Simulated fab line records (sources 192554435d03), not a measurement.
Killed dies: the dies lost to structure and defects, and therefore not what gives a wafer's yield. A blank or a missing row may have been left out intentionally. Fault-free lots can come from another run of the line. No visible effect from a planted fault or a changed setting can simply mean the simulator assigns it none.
fab line records	flow n5-finfet	part 1 of 2: steps 1 to 22 of 34
record: lots: 5	wafers: 15	last-day: 18
route steps=1938 shown BEOL_M9@1448 BEOL_M10@1470
lots untouched by any fault: they come from a run of this same line in which no faults occurred
start-h: hours from the record's opening day to when the first of the lot's shown wafers began	wait-h: hours elapsed since this lot's preceding step	" as in the row above	L1.1+2: a single row standing in for several wafers	- no value, or no start given	* or withheld: withheld	< > ~ a bound
route shown NAME@n: names a module that has steps shown in the file, with the first one's number in the route	usual: average and standard deviation across the fault-free wafers	same: alike in all rows	chamber/n: place in a boat	sites: readings site by site	_std_site: the values' standard deviation	_edge_site: outer sites' mean less inner sites'	radius-mm: how far each site lies from the wafer's centre	mask NAME#n: copy n	behind: tool/chamber where the wafer was last shaped	hold: why the lot was held/for how many hours/how that ended	device: names the non-switching transistor (n, p or np)	end of line: tests run on the same wafers once the route is complete	for a step that has no rows: nothing shown but its recipe	killed: at the first sort, the dies lost to defects and structure; wafer yield is something else	map: per-die view of a wafer (x killed, . not killed, _ where there is no die)
set.NAME: the setting the step ran with; set.NAME@STEP: the setting that earlier step ran with	model.NAME: the simulator's own value behind a step, which no gauge read
certain route steps with their lots: each step a table, each wafer a row
services: when a tool's chamber went out of use (start-h, in hours from the record's first day, below 0 if earlier), for how many hours, and the reason
== steps ==
step: N5_BEOL_M9_STRIP_80
recipe: chemistry: N2/H2	time-s: 10	power-w: 450	temp-c: 40	pressure-mtorr: 20	rf-frequency-hz: 6e+07	bias-power-w: 7	n2-flow-sccm: 200	h2-flow-sccm: 200
usual: drypump-motor-current-A: 6.0/0.49	n2-flow-sccm: 200.1/0.62	oes-product-au: 0.77/0.094	rf-vpp-V: 59.1/0.87	showerhead-plenum-p-Torr: 2.52/0.076	throttle-valve-pct: 23.68/0.27
lot.wafer	tool	chamber	start-h	wait-h	drypump-motor-current-A	n2-flow-sccm	oes-product-au	rf-hours-counter-h	rf-vpp-V	showerhead-plenum-p-Torr	throttle-valve-pct
L081.1	rie-diel-02	1	-	-	5.7	198.9	0.69	201	57.8	2.62	23.72
L081.2	"	2	"	"	5.8	199.1	0.68	243	59.4	2.50	23.60
L081.3	"	3	"	"	6.5	200.1	0.75	139	59.3	2.44	24.17
L080.1	rie-diel-05	3	-	-	5.2	201.4	0.71	227	59.6	2.50	23.71
L080.2	"	0	"	"	5.9	199.9	0.87	38	59.2	2.58	23.22
L080.6	"	0	"	"	5.9	200.1	0.86	-	60.7	2.58	23.24
L085.3	rie-diel-06	0	-	-	6.4	200.2	0.87	61	59.3	2.57	23.60
L085.4	"	2	"	"	6.7	199.1	0.69	246	58.8	2.39	23.77
L085.5	"	0	"	"	6.5	199.8	0.87	-	59.5	2.57	23.62
L089.1	rie-diel-05	3	-	-	5.2	199.6	0.70	243	58.4	2.49	23.74
L089.3	"	0	"	"	5.9	200.5	0.85	54	59.7	2.58	23.24
L089.6	"	2	"	"	6.7	199.3	0.91	-	59.3	2.50	23.24
L093.3	rie-diel-06	0	-	-	6.5	199.2	0.84	91	60.6	2.56	23.65
L093.5	"	0	"	"	6.5	199.9	0.83	-	58.6	2.56	23.66
L093.6	"	1	"	"	5.8	200.6	0.73	-	59.1	2.43	23.50
step: N5_BEOL_M9_OCD_MEAS_38
usual: trench-depth-nm: 151/3.8
lot.wafer	tool	chamber	start-h	wait-h	trench-depth-nm
L081.1	ocd-01	-	276.57	-	144
L081.2	"	-	"	"	152
L081.3	"	-	"	"	146
L080.1	ocd-02	-	282.13	-	150
L080.2	"	-	"	"	149
L080.6	"	-	"	"	152
L085.3	ocd-02	-	287.96	-	152
L085.4	"	-	"	"	151
L085.5	"	-	"	"	153
L089.1	ocd-02	-	333.62	-	148
L089.3	"	-	"	"	152
L089.6	"	-	"	"	153
L093.3	ocd-01	-	379.81	-	156
L093.5	"	-	"	"	154
L093.6	"	-	"	"	147
step: N5_BEOL_M9_HM_STRIP_39
recipe: chemistry: peroxide-tin-strip	material: TiN	target-depth-a: 250	temp-c: 50	time-s: 158
lot.wafer	tool	chamber	start-h	wait-h
L081.1+2+3	wet-bench-03	6,7,0	276.60	0.0
L080.1+2+6	wet-bench-02	2,6,0	282.16	0.0
L085.3+4+5	wet-bench-04	2,0,7	287.99	0.0
L089.1+3+6	wet-bench-03	3,0,7	333.66	0.0
L093.3+5+6	wet-bench-03	6,1,3	379.84	0.0
step: N5_BEOL_M9_SRD_40
recipe: time-s: 30	temp-c: 23	rinse-liquid: diw	dry: ipa-marangoni
lot.wafer	tool	chamber	start-h	wait-h
L081.1+2+3	wet-bench-03	6,7,0	276.65	0.0
L080.1+2+6	wet-bench-02	2,6,0	282.21	0.0
L085.3+4+5	wet-bench-04	2,0,7	288.03	0.0
L089.1+3+6	wet-bench-03	3,0,7	333.70	0.0
L093.3+5+6	wet-bench-03	6,1,3	379.88	0.0
step: N5_BEOL_M9_PRECLEAN_42
recipe: chemistry: residue-remover	time-s: 60	temp-c: 40
lot.wafer	tool	chamber	start-h	wait-h
L081.1+2+3	wet-bench-03	6,7,0	276.66	0.0
L080.1+2+6	wet-bench-02	2,6,0	282.22	0.0
L085.3+4+5	wet-bench-04	2,0,7	288.05	0.0
L089.1+3+6	wet-bench-03	3,0,7	333.72	0.0
L093.3+5+6	wet-bench-03	6,1,3	379.90	0.0
step: N5_BEOL_M9_SRD_43
recipe: time-s: 30	temp-c: 23	rinse-liquid: diw	dry: ipa-marangoni
lot.wafer	tool	chamber	start-h	wait-h
L081.1+2+3	wet-bench-03	6,7,0	276.68	0.0
L080.1+2+6	wet-bench-02	2,6,0	282.24	0.0
L085.3+4+5	wet-bench-04	2,0,7	288.07	0.0
L089.1+3+6	wet-bench-03	3,0,7	333.74	0.0
L093.3+5+6	wet-bench-03	6,1,3	379.92	0.0
step: N5_BEOL_M9_CD_MEAS_35
recipe: target-cd-nm: 70	target-cd-y-nm: 40	polarity: opening
usual: cd-nm: 70.0/0.63
lot.wafer	tool	chamber	start-h	wait-h	cd-nm
L081.1	cd-sem-01	-	276.73	0.0	68.3
L081.2	"	-	"	"	70.9
L081.3	"	-	"	"	70.2
L080.1	cd-sem-01	-	282.28	0.0	70.1
L080.2	"	-	"	"	70.3
L080.6	"	-	"	"	69.2
L085.3	cd-sem-01	-	288.11	0.0	68.9
L085.4	"	-	"	"	70.9
L085.5	"	-	"	"	70.5
L089.1	cd-sem-03	-	333.78	0.0	69.8
L089.3	"	-	"	"	69.0
L089.6	"	-	"	"	70.0
L093.3	cd-sem-01	-	379.96	0.0	70.0
L093.5	"	-	"	"	69.7
L093.6	"	-	"	"	69.9
step: N5_BEOL_M9_CURE_72
recipe: temp-c: 370	time-s: 120	ambient: DMADMS/He	material: SiCOH_lowk
usual: lamp-power-pct: 52.31/0.057	wafer_temp_C_max: 371.4/0.42
lot.wafer	tool	chamber	start-h	wait-h	lamp-power-pct	wafer_temp_C_max
L081.1	uv-cure-01	1	276.77	0.0	52.38	371.4
L081.2	"	1	"	"	52.23	371.1
L081.3	"	1	"	"	52.35	371.0
L080.1	uv-cure-02	0	282.46	0.2	52.30	372.0
L080.2	"	0	"	"	52.29	371.4
L080.6	"	0	"	"	52.33	371.1
L085.3	uv-cure-02	2	288.25	0.1	52.37	371.5
L085.4	"	2	"	"	52.39	372.0
L085.5	"	2	"	"	52.22	371.9
L089.1	uv-cure-03	2	333.82	0.0	52.30	371.5
L089.3	"	2	"	"	52.25	371.3
L089.6	"	2	"	"	52.39	371.0
L093.3	uv-cure-03	0	380.10	0.1	52.28	371.5
L093.5	"	0	"	"	52.26	371.3
L093.6	"	0	"	"	52.23	371.3
step: N5_BEOL_M9_DEGAS_44
recipe: ambient: vacuum	temp-c: 250	time-s: 60
usual: heater-power-w: 339/21	susceptor-temp-C: 250.01/0.17
lot.wafer	tool	chamber	start-h	wait-h	heater-power-w	susceptor-temp-C
L081.1	pvd-sputter-02	-	277.32	0.5	403	249.59
L081.2	"	-	"	"	337	250.27
L081.3	"	-	"	"	320	250.07
L080.1	pvd-sputter-01	-	282.94	0.4	340	249.85
L080.2	"	-	"	"	340	249.87
L080.6	"	-	"	"	343	250.30
L085.3	pvd-sputter-01	-	288.47	0.2	338	250.28
L085.4	"	-	"	"	365	250.11
L085.5	"	-	"	"	323	249.98
L089.1	pvd-sputter-02	-	334.31	0.4	322	249.86
L089.3	"	-	"	"	406	249.88
L089.6	"	-	"	"	319	249.99
L093.3	pvd-sputter-01	-	380.42	0.3	310	250.06
L093.5	"	-	"	"	315	249.97
L093.6	"	-	"	"	346	249.55
step: N5_BEOL_M9_PRE_CLEAN_45
recipe: gas: H2/He	time-s: 30	temp-c: 250
usual: heater-power-w: 340/21	susceptor-temp-C: 249.96/0.2
lot.wafer	tool	chamber	start-h	wait-h	heater-power-w	susceptor-temp-C
L081.1	pvd-sputter-02	-	277.36	0.0	400	250.08
L081.2	"	-	"	"	336	250.15
L081.3	"	-	"	"	320	249.91
L080.1	pvd-sputter-01	-	282.98	0.0	327	250.07
L080.2	"	-	"	"	344	249.99
L080.6	"	-	"	"	340	250.04
L085.3	pvd-sputter-01	-	288.51	0.0	340	250.03
L085.4	"	-	"	"	356	249.78
L085.5	"	-	"	"	311	249.52
L089.1	pvd-sputter-02	-	334.35	0.0	318	250.20
L089.3	"	-	"	"	398	249.63
L089.6	"	-	"	"	325	249.53
L093.3	pvd-sputter-01	-	380.46	0.0	314	249.62
L093.5	"	-	"	"	326	249.99
L093.6	"	-	"	"	340	249.98
step: N5_BEOL_M9_ALD_74
recipe: material: TaN	target-thk-a: 20	temp-c: 275	ald-precursor-family: PDMAT	ald-co-reactant: NH3	pressure-torr: 3	carrier-flow-sccm: 1500	pulse-time-s: 2	purge-time-s: 3	co-reactant-purge-time-s: 2	co-reactant-pulse-time-s: 3	ald-cycles: 40	precursor-vessel-temp-c: 75	precursor-vessel-pressure-torr: 26.25	precursor-vessel-carrier-sccm: 1000
usual: heater-power-outer-w: 230/27	heater-power-w: 419/39	precursor-vessel-pressure-torr: 26.24/0.052	susceptor-temp-C: 275.03/0.18
lot.wafer	tool	chamber	start-h	wait-h	heater-power-outer-w	heater-power-w	precursor-vessel-pressure-torr	since-wet-clean-h	susceptor-temp-C
L081.1	ald-metal-01	0	277.42	0.0	269	475	26.29	4556	275.14
L081.2	"	2	"	"	225	401	26.23	4556	275.25
L081.3	"	3	"	"	199	370	26.28	4556	274.86
L080.1	ald-metal-03	1	283.04	0.0	238	434	26.27	3023	274.83
L080.2	"	3	"	"	266	459	26.28	3023	275.04
L080.6	"	1	"	"	232	437	26.23	-	274.73
L085.3	ald-metal-02	3	288.57	0.0	218	422	26.25	1490	275.02
L085.4	"	2	"	"	225	466	26.18	1490	274.82
L085.5	"	0	"	"	283	465	26.27	-	274.88
L089.1	ald-metal-03	3	334.47	0.1	277	456	26.20	3074	275.21
L089.3	"	0	"	"	195	358	26.22	3074	275.14
L089.6	"	0	"	"	195	356	26.31	-	275.13
L093.3	ald-metal-03	1	380.63	0.1	227	431	26.34	3120	275.00
L093.5	"	0	"	"	197	353	26.26	-	275.24
L093.6	"	3	"	"	274	447	26.27	-	275.01
step: N5_BEOL_M9_SURFACE_TREAT_79
recipe: gas: Ar	time-s: *	ion-energy-ev: *	ion-current-ma-cm2: 0.5	pressure-mtorr: *	ar-flow-sccm: 30
usual: throttle-valve-pct: *
lot.wafer	tool	chamber	start-h	wait-h	throttle-valve-pct
L081.1	pvd-sputter-02	-	277.72	0.2	*
L081.2	"	-	"	"	*
L081.3	"	-	"	"	*
L080.1	pvd-sputter-01	-	283.66	0.5	*
L080.2	"	-	"	"	*
L080.6	"	-	"	"	*
L085.3	pvd-sputter-02	-	288.91	0.2	*
L085.4	"	-	"	"	*
L085.5	"	-	"	"	*
L089.1	pvd-sputter-02	-	334.79	0.2	*
L089.3	"	-	"	"	*
L089.6	"	-	"	"	*
L093.3	pvd-sputter-02	-	381.01	0.2	*
L093.5	"	-	"	"	*
L093.6	"	-	"	"	*
step: N5_BEOL_M9_CVD_78
recipe: material: Co	target-thk-a: 20	temp-c: withheld	precursor: CCTBA/H2	pressure-torr: 30	time-s: 138.9
lot.wafer	tool	chamber	start-h	wait-h	since-wet-clean-h
L081.1	cvd-co-02	0	277.78	0.0	1038
L081.2	"	1	"	"	128
L081.3	"	2	"	"	578
L080.1	cvd-co-02	2	283.72	0.0	584
L080.2	"	1	"	"	134
L080.6	"	2	"	"	-
L085.3	cvd-co-02	2	289.11	0.2	590
L085.4	"	0	"	"	-
L085.5	"	2	"	"	-
L089.1	cvd-co-02	2	334.86	0.1	636
L089.3	"	0	"	"	1095
L089.6	"	2	"	"	-
L093.3	cvd-co-02	0	381.30	0.3	1141
L093.5	"	0	"	"	-
L093.6	"	1	"	"	-
step: N5_BEOL_M9_SPUTTER_48
recipe: material: Cu	target-thk-a: 120	temp-c: -20	bias-v: 60	power-w: 26000	chamber-pressure-pa: 0.13	time-s: 2
usual: chuck-gas-flow-sccm: 1.27/0.054	susceptor-temp-C: -20.02/0.11	throttle-valve-pct: 29.3/1.2
lot.wafer	tool	chamber	start-h	wait-h	chuck-gas-flow-sccm	susceptor-temp-C	throttle-valve-pct
L081.1	pvd-sputter-02	-	277.94	0.1	1.23	-20.04	30.6
L081.2	"	-	"	"	1.28	-20.15	26.5
L081.3	"	-	"	"	1.32	-19.74	30.5
L080.1	pvd-sputter-02	-	283.85	0.1	1.25	-20.06	28.4
L080.2	"	-	"	"	1.25	-19.94	30.3
L080.6	"	-	"	"	1.20	-19.98	26.8
L085.3	pvd-sputter-02	-	289.31	0.2	1.30	-20.11	30.3
L085.4	"	-	"	"	1.24	-19.92	26.6
L085.5	"	-	"	"	1.31	-20.02	30.0
L089.1	pvd-sputter-02	-	335.05	0.1	1.19	-20.16	26.8
L089.3	"	-	"	"	1.34	-20.12	30.3
L089.6	"	-	"	"	1.29	-19.92	30.3
L093.3	pvd-sputter-02	-	381.57	0.2	1.23	-20.11	28.4
L093.5	"	-	"	"	1.14	-20.06	26.7
L093.6	"	-	"	"	1.15	-20.06	28.5
step: N5_BEOL_M9_ECD_50
recipe: material: Cu	target-thk-a: 3180
lot.wafer	tool	chamber	start-h	wait-h
L081.1+2+3	ecd-cu-01	1,0,0	278.05	0.1
L080.1+2+6	ecd-cu-02	1,0,1	283.96	0.1
L085.3+4+5	ecd-cu-02	1,0,1	289.46	0.1
L089.1+3+6	ecd-cu-02	1,0,1	335.16	0.1
L093.3+5+6	ecd-cu-02	1,0,1	381.72	0.1
step: N5_BEOL_M9_ANNEAL_51
recipe: temp-c: 225	time-s: 90	ambient: N2
usual: wafer_temp_C_max: 226.1/0.32
lot.wafer	tool	chamber	start-h	wait-h	wafer_temp_C_max
L081.1	rtp-anneal-02	0	278.16	0.1	226.4
L081.2	"	0	"	"	226.5
L081.3	"	0	"	"	226.3
L080.1	rtp-anneal-02	0	284.55	0.6	226.3
L080.2	"	0	"	"	226.2
L080.6	"	0	"	"	226.3
L085.3	rtp-anneal-02	0	289.63	0.1	225.6
L085.4	"	0	"	"	226.5
L085.5	"	0	"	"	225.9
L089.1	rtp-anneal-01	0	335.27	0.1	225.9
L089.3	"	0	"	"	225.6
L089.6	"	0	"	"	225.5
L093.3	rtp-anneal-02	0	381.97	0.2	226.0
L093.5	"	0	"	"	226.0
L093.6	"	0	"	"	226.4
step: N5_BEOL_M9_CMP_52
recipe: stop-on: SiCOH_lowk	t-overpolish-s: 7	down-force-psi: 1	platen-rpm: 50	clearing-platen-down-force-psi: 1.5	clearing-platen-rpm: 50	post-cmp-clean: cu-alkaline	target-thk-nm: 140	clearing-platen-pad-velocity-m-s: 0.99484	pad-velocity-m-s: 0.99484
usual: barrier-field-endpoint-s: 28.8/0.81	head-pressure-psi: 1.0001/0.0023	motor-current-A: 5.9/0.62	overpolish-run-s: 6.999/0.0091	retaining-ring-pressure-frac: 1.000/0.005	slurry-filter-dp-kPa: 13.51/0.14	slurry-flow-ml-min: 150.0/0.46	time-to-endpoint-s: 67/4
lot.wafer	tool	chamber	start-h	wait-h	barrier-field-endpoint-s	head-pressure-psi	motor-current-A	overpolish-run-s	retaining-ring-pressure-frac	slurry-filter-dp-kPa	slurry-flow-ml-min	time-to-endpoint-s
L081.3	cmp-04	2	278.48	0.2	28.4	1.0023	7.2	7.006	1.007	13.70	149.4	68
L081.1	"	3	"	"	28.8	0.9998	4.8	6.993	0.991	13.55	149.8	70
L081.2	"	1	"	"	28.7	0.9990	5.4	6.987	1.004	13.48	150.5	69
L080.2	cmp-01	3	284.99	0.4	29.0	1.0022	5.7	7.005	1.001	13.50	149.8	63
L080.1	"	0	"	"	27.7	0.9950	6.5	7.011	0.990	13.36	149.2	59
L080.6	"	2	"	"	29.6	1.0016	6.0	7.011	0.995	13.46	150.2	67
L085.3	cmp-01	0	289.83	0.2	28.2	1.0007	6.4	7.010	0.994	13.66	149.9	62
L085.4	"	2	"	"	30.0	0.9990	6.0	7.002	1.002	13.34	150.2	72
L085.5	"	0	"	"	28.0	1.0015	6.6	7.004	0.995	13.55	150.4	61
L089.1	cmp-04	2	335.57	0.3	28.7	0.9973	6.9	7.000	1.006	13.21	149.5	70
L089.3	"	3	"	"	29.8	0.9992	4.8	7.007	1.000	13.79	150.2	71
L089.6	"	2	"	"	28.6	0.9967	7.1	6.995	1.007	13.58	149.7	67
L093.3	cmp-03	1	382.25	0.2	29.1	1.0021	5.9	6.991	0.995	13.52	150.9	69
L093.6	"	3	"	"	29.7	0.9981	5.3	6.993	0.998	13.43	150.1	68
L093.5	"	0	"	"	28.9	0.9997	5.7	7.004	0.999	13.07	149.8	67
step: N5_BEOL_M9_THK_MEAS_53
recipe: thk-meas-gauge: xrf	reads: Cu_of_BEOL_M9_ECD_50
usual: M9_THK: 142/4.3
lot.wafer	tool	chamber	start-h	wait-h	M9_THK[nm]
L081.1	film-metro-02	-	278.77	-	134
L081.2	"	-	"	"	143
L081.3	"	-	"	"	137
L080.1	film-metro-02	-	285.21	-	140
L080.2	"	-	"	"	141
L080.6	"	-	"	"	143
L085.3	film-metro-01	-	290.13	-	143
L085.4	"	-	"	"	144
L085.5	"	-	"	"	145
L089.1	film-metro-02	-	335.87	-	140
L089.3	"	-	"	"	149
L089.6	"	-	"	"	147
L093.3	film-metro-02	-	382.47	-	148
L093.5	"	-	"	"	148
L093.6	"	-	"	"	139
step: N5_BEOL_M9_PRE_CLEAN_55
recipe: gas: NH3	time-s: 15	temp-c: withheld	rf-power-w: 300
lot.wafer	tool	chamber	start-h	wait-h	since-wet-clean-h
L081.1	pecvd-01	2	278.81	0.0	410
L081.2	"	0	"	"	1164
L081.3	"	2	"	"	-
L080.1	pecvd-04	0	285.25	0.0	1352
L080.2	"	1	"	"	2077
L080.6	"	2	"	"	-
L085.3	pecvd-01	1	290.17	0.0	1900
L085.4	"	1	"	"	-
L085.5	"	0	"	"	-
L089.1	pecvd-03	1	335.90	0.0	1765
L089.3	"	1	"	"	-
L089.6	"	0	"	"	-
L093.3	pecvd-01	1	382.51	0.0	1993
L093.5	"	0	"	"	-
L093.6	"	1	"	"	-
step: N5_BEOL_M9_DEP_56
recipe: material: SiCN	target-thk-a: 150	temp-c: withheld	precursor: 3MS/NH3	pressure-torr: 3	rf-w: 202	time-s: 26.5
usual: showerhead-plenum-p-Torr: 3.655/0.015	throttle-valve-pct: 9.3/0.42
lot.wafer	tool	chamber	start-h	wait-h	showerhead-plenum-p-Torr	since-wet-clean-h	throttle-valve-pct
L081.1	pecvd-01	2	278.85	0.0	3.663	410	9.0
L081.2	"	0	"	"	3.653	1164	8.7
L081.3	"	2	"	"	3.671	-	8.6
L080.1	pecvd-04	0	285.27	0.0	3.629	1352	8.9
L080.2	"	1	"	"	3.652	2077	9.2
L080.6	"	2	"	"	3.659	-	9.3
L085.3	pecvd-01	1	290.19	0.0	3.672	1900	10.4
L085.4	"	1	"	"	3.684	-	10.4
L085.5	"	0	"	"	3.661	-	8.8
L089.1	pecvd-03	1	335.94	0.0	3.663	1765	9.6
L089.3	"	1	"	"	3.677	-	9.4
L089.6	"	0	"	"	3.646	-	9.0
L093.3	pecvd-01	1	382.53	0.0	3.680	1993	10.3
L093.5	"	0	"	"	3.669	-	8.7
L093.6	"	1	"	"	3.679	-	10.2
step: N5_BEOL_M9_RS_MEAS_57
recipe: thk-meas-gauge: four-point-probe	reads: Cu_of_BEOL_M9_ECD_50+Co_of_BEOL_M9_CVD_78+TaN_of_BEOL_M9_ALD_74
usual: M9_RS: 0.151/0.0048
lot.wafer	tool	chamber	start-h	wait-h	M9_RS[ohm/sq]
L081.1	film-metro-01	-	278.94	0.1	0.161
L081.2	"	-	"	"	0.151
L081.3	"	-	"	"	0.158
L080.1	film-metro-01	-	285.34	0.1	0.153
L080.2	"	-	"	"	0.151
L080.6	"	-	"	"	0.150
L085.3	film-metro-02	-	290.27	0.1	0.150
L085.4	"	-	"	"	0.150
L085.5	"	-	"	"	0.149
L089.1	film-metro-01	-	336.03	0.1	0.154
L089.3	"	-	"	"	0.145
L089.6	"	-	"	"	0.147
L093.3	film-metro-01	-	382.61	0.1	0.146
L093.5	"	-	"	"	0.145
L093.6	"	-	"	"	0.156
step: N5_BEOL_M9_INSPECT_58
recipe: inspect-instrument: darkfield	mode: post-dep
usual: raw-defect-count: 69/22
lot.wafer	tool	chamber	start-h	wait-h	raw-defect-count
L081.1	defect-inspect-02	-	278.97	0.0	65
L081.2	"	-	"	"	52
L081.3	"	-	"	"	70
L080.1	defect-inspect-02	-	285.37	0.0	59
L080.2	"	-	"	"	48
L080.6	"	-	"	"	96
L085.3	defect-inspect-02	-	290.29	0.0	63
L085.4	"	-	"	"	73
L085.5	"	-	"	"	72
L089.1	defect-inspect-01	-	336.06	0.0	40
L089.3	"	-	"	"	42
L089.6	"	-	"	"	68
L093.3	defect-inspect-02	-	382.63	0.0	33
L093.5	"	-	"	"	56
L093.6	"	-	"	"	42
